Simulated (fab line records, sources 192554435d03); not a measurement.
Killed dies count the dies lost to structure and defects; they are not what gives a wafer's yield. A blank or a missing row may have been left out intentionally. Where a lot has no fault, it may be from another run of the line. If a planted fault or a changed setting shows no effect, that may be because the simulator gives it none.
The tool behind it: which one? -- flow n5Finfet -- 27 wafers from 9 lots sampled at 5 of the route's 1938 steps

WHAT THE GAUGES SHOWED, per wafer
N5_BEOL_M4_RC_MEAS_101.
lot,measured,on,CJ_P,DIBL_N (mV/V),DIBL_P (mV/V),IOFF_N (nA/um),IOFF_P (nA/um),ION_N (uA/um),ION_P (uA/um),SS_N (mV/dec),SS_P (mV/dec),VT_N (mV),VT_P (mV)
L938,day 7 22:57,prober-02,5.90 5.75 6.05,37.0 36.5 36.5,37.6 35.3 36.1,0.15 0.13 0.13,0.22 0.18 0.19,676 657 660,466 450 457,71.2 71.2 71.4,73.8 73.2 72.7,250 253 252,-250 -253 -251
L944,day 9 12:15,prober-02,5.42 5.86 5.80,35.1 37.4 38.2,36.0 37.4 37.8,0.15 0.18 0.18,0.20 0.23 0.24,675 683 668,460 466 467,71.0 71.9 73.1,73.3 74.1 73.8,249 248 248,-250 -251 -249
L947,day 10 04:37,prober-02,5.84 6.04 5.51,37.3 40.0 34.2,35.6 39.7 33.6,0.15 0.20 0.11,0.20 0.27 0.18,661 683 652,455 464 455,72.2 73.4 71.5,73.8 73.9 72.0,252 248 255,-250 -249 -252
L948,day 10 09:46,prober-01,5.91 6.09 5.77,35.1 33.3 36.9,35.3 33.8 37.2,0.13 0.11 0.16,0.17 0.15 0.20,665 658 675,456 457 459,70.7 70.6 72.0,72.8 73.1 73.7,253 255 251,-254 -257 -251
L953,day 11 16:10,prober-01,4.43 4.83 4.54,38.7 38.1 36.4,41.2 39.6 38.1,0.24 0.21 0.17,0.32 0.27 0.23,691 670 684,474 465 470,72.6 72.7 71.6,73.4 73.2 74.1,244 247 251,-244 -243 -246
L955,day 11 21:08,prober-02,4.69 4.83 4.93,39.6 38.2 36.8,39.8 37.2 36.4,0.21 0.18 0.16,0.31 0.25 0.23,684 682 674,477 470 466,71.4 72.2 71.6,74.9 73.6 73.6,243 247 248,-247 -250 -249
L957,day 12 12:03,prober-01,5.84 5.59 5.87,36.3 33.1 34.3,34.0 30.0 32.4,0.16 0.10 0.12,0.20 0.14 0.17,682 656 669,465 453 461,71.4 71.2 70.8,73.8 72.4 72.6,250 254 252,-250 -253 -255
L958,day 13 07:49,prober-01,5.90 6.01 5.78,37.3 35.4 35.8,37.4 36.2 35.8,0.19 0.16 0.17,0.26 0.23 0.23,682 676 688,470 472 471,71.5 70.8 70.9,73.0 73.6 72.9,244 247 247,-246 -248 -248
L960,day 13 22:01,prober-01,5.92 5.75 5.78,38.1 37.9 35.8,39.6 38.2 37.0,0.19 0.18 0.15,0.26 0.23 0.20,677 696 674,462 474 464,72.5 72.1 71.2,74.5 74.2 74.0,246 249 251,-246 -248 -251

WHAT TOOL EACH LOT RAN ON (gives the tool, then ch and the chambers of the sampled wafers, and finally the start)
lot,N5_ZERO_LAYER_ETCH_17,N5_ZERO_LAYER_ETCH_18,N5_WELL_APT_IMPLANT_15,N5_WELL_APT_DESCUM_30
L938,"rieDiel-03 ch 1,2,3, day 1 13:01","rieSi-06 ch 0,1,3, day 1 13:05","implanter-01 ch 0, day 1 14:58","rieDiel-04 ch 0,1,2, day 1 16:52"
L944,"rieDiel-02 ch 0,1,2, day 3 02:20","rieSi-05 ch 0,1, day 3 02:25","implanter-01 ch 0, day 3 03:53","rieDiel-06 ch 0,2, day 3 04:40"
L947,"rieDiel-02 ch 0,2, day 3 18:44","rieSi-05 ch 0,1, day 3 18:49","implanter-01 ch 0, day 3 20:11","rieDiel-05 ch 0,1,2, day 3 21:07"
L948,"rieDiel-02 ch 0,2, day 4 00:43","rieSi-03 ch 0,1, day 4 00:47","implanter-02 ch 0, day 4 01:59","rieDiel-05 ch 0,1, day 4 03:03"
L953,"rieDiel-01 ch 1,3, day 5 06:43","rieSi-03 ch 0,1,3, day 5 06:47","implanter-01 ch 0, day 5 08:18","rieDiel-04 ch 0,2,3, day 5 09:19"
L955,"rieDiel-02 ch 1,2, day 5 18:50","rieSi-06 ch 0,1, day 5 18:55","implanter-01 ch 0, day 5 20:14","rieDiel-06 ch 0,1, day 5 21:10"
L957,"rieDiel-01 ch 0,3, day 6 07:04","rieSi-06 ch 1,3, day 6 07:08","implanter-02 ch 0, day 6 08:30","rieDiel-06 ch 0,2, day 6 09:24"
L958,"rieDiel-02 ch 0,2,3, day 6 13:25","rieSi-05 ch 0,2, day 6 13:29","implanter-02 ch 0, day 6 14:45","rieDiel-04 ch 0,3, day 6 15:43"
L960,"rieDiel-03 ch 1,3, day 7 00:43","rieSi-06 ch 0,1,2, day 7 00:47","implanter-02 ch 0, day 7 02:03","rieDiel-04 ch 1,2,3, day 7 02:56"
- N5_ZERO_LAYER_ETCH_17: etches SiO2 in CF4, target depth 12 nm, time 13.3 s.
- N5_ZERO_LAYER_ETCH_18: etches Si in HBr/Cl2, target depth 120 nm, time 40 s.
- N5_WELL_APT_IMPLANT_15
- N5_WELL_APT_DESCUM_30: chemistry O2, time 7.9 s.

WHAT THE TOOLS THEMSELVES READ (means of the sampled wafers that have a number; where no wafer has one, the mark that the record gives instead)
N5_ZERO_LAYER_ETCH_17.
lot,tool,drypumpMotorCurrentA (A),oesProductAu (a.u.),rfFwdPowerW (W),rfVppV (V),showerheadPlenumPTorr (Torr),throttleValvePct (%)
L938,rieDiel-03,5.8,0.80,445.2,954,2.22,15.59
L944,rieDiel-02,5.4,0.77,446.2,943,2.07,15.65
L947,rieDiel-02,5.8,0.79,447.8,943,2.05,15.84
L948,rieDiel-02,5.8,0.80,446.5,943,2.05,15.85
L953,rieDiel-01,5.6,0.86,447.9,954,2.23,15.73
L955,rieDiel-02,5.3,0.75,446.4,941,2.03,15.55
L957,rieDiel-01,5.9,0.74,447.2,952,2.19,15.81
L958,rieDiel-02,5.7,0.80,446.6,948,2.13,15.75
L960,rieDiel-03,5.6,0.77,444.4,952,2.21,15.73

N5_ZERO_LAYER_ETCH_18.
lot,tool,drypumpMotorCurrentA (A),oesProductAu (a.u.),rfFwdPowerW (W),throttleValvePct (%)
L938,rieSi-06,5.5,0.997,796.6,36.10
L944,rieSi-05,5.6,1.000,793.3,36.27
L947,rieSi-05,5.6,1.003,794.0,36.27
L948,rieSi-03,5.4,1.009,794.0,36.15
L953,rieSi-03,5.5,1.007,793.3,36.23
L955,rieSi-06,5.3,1.004,797.4,36.17
L957,rieSi-06,5.7,0.997,798.8,35.89
L958,rieSi-05,5.9,0.989,798.0,36.09
L960,rieSi-06,5.2,0.992,795.9,36.27

N5_WELL_APT_IMPLANT_15.
lot,tool,beamEnergyKeV
L938,implanter-01,25.001
L944,implanter-01,24.987
L947,implanter-01,24.994
L948,implanter-02,25.007
L953,implanter-01,40.049
L955,implanter-01,40.042
L957,implanter-02,25.020
L958,implanter-02,25.002
L960,implanter-02,25.006

N5_WELL_APT_DESCUM_30.
lot,tool,biasPowerW (W),drypumpMotorCurrentA (A),oesProductAu (a.u.),rfFwdPowerW (W),rfVppV (V),showerheadPlenumPTorr (Torr),throttleValvePct (%)
L938,rieDiel-04,20.02,5.6,0.74,49.61,244.4,2.17,20.63
L944,rieDiel-06,19.94,6.1,0.70,49.57,243.4,2.10,20.47
L947,rieDiel-05,19.98,6.1,0.81,49.63,243.3,2.07,20.52
L948,rieDiel-05,19.99,6.0,0.76,49.60,241.9,2.03,20.63
L953,rieDiel-04,19.92,5.3,0.75,49.54,244.7,2.13,20.55
L955,rieDiel-06,20.01,5.9,0.73,49.70,240.8,1.97,20.65
L957,rieDiel-06,19.99,6.2,0.77,49.97,243.1,2.09,20.40
L958,rieDiel-04,19.96,5.6,0.75,49.59,244.5,2.13,20.56
L960,rieDiel-04,20.04,5.2,0.78,49.72,243.8,2.10,20.61

THE ANSWER, worked out from the rows above alone
Rule: the usual values come from the lots themselves. Put in order of their means at a reading, lots are off if they are a third of the lots or fewer, leave a main group of 4 or more, and stand apart from it by a gap of 3 or more times the standard deviation of the main group's means; of several such gaps the widest counts. A main group whose means are all the same, to the digits that the tables above print for the reading, isn't used. Also off: a lot with no number at a reading for which 4 or more lots have one. The other lots that the step has rows for count as sound. First the gauges in route order, then the tools' own readings, where a lot's mean is used as printed above. The first step at which some lot is off is used, and at that step the reading that is off furthest; a lot without a number counts as furthest.
Off: L953, L955, at N5_BEOL_M4_RC_MEAS_101 (CJ_P). For the main group the mean is 5.83 and the standard deviation 0.077.
If a tool, at a process step before that reading, ran all the lots that are off and no sound lot after the first of them, it fits. The gauges at N5_BEOL_M4_RC_MEAS_101 aren't tried: what is off there is off at N5_WELL_APT_IMPLANT_15 too, on other tools, and a gauge's error can't cause that. One candidate fits, namely implanter-01 at N5_WELL_APT_IMPLANT_15. Its last sound lot is L947 (day 3 20:11), its first lot that is off L953 (day 5 08:18): a fault that began between those two fits.
The tool's own readings at N5_WELL_APT_IMPLANT_15 bear it out: on the lots that are off they differ by more than 5 times the standard deviation of the sound lots' means. beamEnergyKeV reads 40.046 there against 25.002 on the sound lots.

WHAT THE SIMULATOR HAD PUT IN
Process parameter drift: implanter-01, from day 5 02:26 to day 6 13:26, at N5_WELL_APT_IMPLANT_15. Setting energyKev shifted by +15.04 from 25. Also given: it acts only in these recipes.
Struck lots among those shown: L953, L955. The rule above reached the same finding.
